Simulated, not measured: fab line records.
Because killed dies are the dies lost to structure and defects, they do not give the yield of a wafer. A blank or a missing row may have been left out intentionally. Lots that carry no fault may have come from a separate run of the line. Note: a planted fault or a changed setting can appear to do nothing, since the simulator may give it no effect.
What tool caused it? | flow n5Finfet | 12 lots with 36 wafers sampled at 6 steps, on a route of 1938 steps

WHAT THE GAUGES READ, wafer by wafer
N5_FIN_SAQP_CD_MEAS_31: target cd 8 nm.
lot  | measured    | on       | cdNm (nm)
L075 | day 2 08:21 | cdSem-03 | 7.99 8.32 8.06
L077 | day 2 20:34 | cdSem-03 | 8.08 8.00 8.16
L079 | day 3 08:22 | cdSem-02 | 8.20 8.05 8.29
L081 | day 3 20:07 | cdSem-02 | 8.04 8.35 8.14
L083 | day 4 08:10 | cdSem-02 | 8.61 7.97 8.03
L085 | day 4 20:10 | cdSem-03 | 7.76 8.23 8.15
L087 | day 5 09:32 | cdSem-01 | 8.12 8.35 8.46
L089 | day 5 20:11 | cdSem-02 | 8.09 7.96 8.19
L091 | day 6 08:02 | cdSem-03 | 7.95 8.60 8.19
L093 | day 6 19:25 | cdSem-01 | 8.48 8.30 7.97
L095 | day 7 08:20 | cdSem-03 | 7.97 8.17 8.01
L097 | day 7 19:43 | cdSem-03 | 8.06 8.19 8.24

WHICH TOOL RAN EACH LOT (tool, then ch and the chambers of the sampled wafers, then the start)
lot  | N5_FIN_SAQP_ALD_61              | N5_FIN_SAQP_DENSIFY_62         | N5_FIN_SAQP_PECVD_47           | N5_FIN_SAQP_MANDREL1_REMOVE_56 | N5_FIN_SAQP_SPACER2_ETCHBACK_29
L075 | aldSin-04 ch 0,3, day 2 03:16   | rtpAnneal-01 ch 0, day 2 03:33 | pecvd-01 ch 0,1, day 2 03:52   | rieSi-01 ch 1,3, day 2 06:38   | rieDiel-05 ch 1,3, day 2 08:08
L077 | aldSin-01 ch 1,2,3, day 2 14:49 | rtpAnneal-01 ch 0, day 2 15:01 | pecvd-02 ch 0,1,2, day 2 15:21 | rieSi-04 ch 1,2,3, day 2 18:30 | rieDiel-02 ch 0,1,3, day 2 20:22
L079 | aldSin-01 ch 0,1, day 3 03:26   | rtpAnneal-02 ch 0, day 3 03:42 | pecvd-01 ch 1,2, day 3 03:59   | rieSi-01 ch 0,1,2, day 3 06:40 | rieDiel-06 ch 1,2, day 3 08:10
L081 | aldSin-03 ch 1,2, day 3 15:19   | rtpAnneal-02 ch 0, day 3 15:35 | pecvd-03 ch 0,1, day 3 15:52   | rieSi-01 ch 0,1,3, day 3 18:23 | rieDiel-06 ch 0,3, day 3 19:54
L083 | aldSin-01 ch 1,2, day 4 03:05   | rtpAnneal-01 ch 0, day 4 03:19 | pecvd-02 ch 1,2, day 4 03:38   | rieSi-04 ch 0,1,2, day 4 06:31 | rieDiel-06 ch 1,2, day 4 07:58
L085 | aldSin-01 ch 0,1,2, day 4 14:56 | rtpAnneal-01 ch 0, day 4 15:09 | pecvd-02 ch 0,1, day 4 15:41   | rieSi-04 ch 0,2,3, day 4 18:30 | rieDiel-06 ch 1,2,3, day 4 19:58
L087 | aldSin-03 ch 0,3, day 5 03:34   | rtpAnneal-02 ch 0, day 5 04:00 | pecvd-01 ch 1,2, day 5 04:20   | rieSi-01 ch 1,2, day 5 06:58   | rieDiel-06 ch 1,2, day 5 09:20
L089 | aldSin-01 ch 0,2, day 5 14:53   | rtpAnneal-02 ch 0, day 5 15:11 | pecvd-03 ch 0,1,2, day 5 15:31 | rieSi-01 ch 1,3, day 5 18:08   | rieDiel-05 ch 0,1,3, day 5 19:59
L091 | aldSin-01 ch 0,1,3, day 6 02:53 | rtpAnneal-01 ch 0, day 6 03:15 | pecvd-01 ch 1,2, day 6 03:34   | rieSi-04 ch 1,3, day 6 06:15   | rieDiel-05 ch 0,3, day 6 07:49
L093 | aldSin-04 ch 1,3, day 6 14:10   | rtpAnneal-01 ch 0, day 6 14:22 | pecvd-02 ch 0,1, day 6 14:42   | rieSi-01 ch 1,2, day 6 17:35   | rieDiel-05 ch 0,2, day 6 19:13
L095 | aldSin-01 ch 1,2,3, day 7 02:44 | rtpAnneal-01 ch 0, day 7 03:03 | pecvd-02 ch 0,1, day 7 03:26   | rieSi-04 ch 0,2,3, day 7 06:28 | rieDiel-06 ch 0,2,3, day 7 08:08
L097 | aldSin-01 ch 1,2, day 7 14:23   | rtpAnneal-01 ch 0, day 7 14:37 | pecvd-03 ch 0, day 7 14:55     | rieSi-03 ch 0,2, day 7 17:38   | rieDiel-06 ch 0,1,3, day 7 19:31
- N5_FIN_SAQP_ALD_61: deposits SiO2, target thk 4 nm, pulse time 1 s, purge time 2 s.
- N5_FIN_SAQP_DENSIFY_62: time 60 s.
- N5_FIN_SAQP_PECVD_47: deposits a-Si from SiH4/He, target thk 45 nm, time 36.3 s.
- N5_FIN_SAQP_MANDREL1_REMOVE_56: chemistry HBr/Cl2/O2, target a-Si, stops on SiNx, bt time 10 s.
- N5_FIN_SAQP_SPACER2_ETCHBACK_29: etches SiO2 in CHF3/O2, target depth 12.2 nm, time 6.1 s.

THE ANSWER, worked out from the rows above alone
Rule: the usual values come from the lots themselves. Put in order of their means at a reading, lots are off if they are a third of the lots or fewer, leave a main group of 4 or more, and stand apart from it by a gap of 3 or more times the standard deviation of the main group's means; of several such gaps the widest counts. Not used: any main group whose means are identical at the precision the tables above print for the reading. Also off: a lot with no number at a reading for which 4 or more lots have one. Any other lot the step has rows for is counted as sound.
No lot is off on any of the readings shown, so nothing can be concluded from this.

WHAT WAS PUT IN BY THE SIMULATOR
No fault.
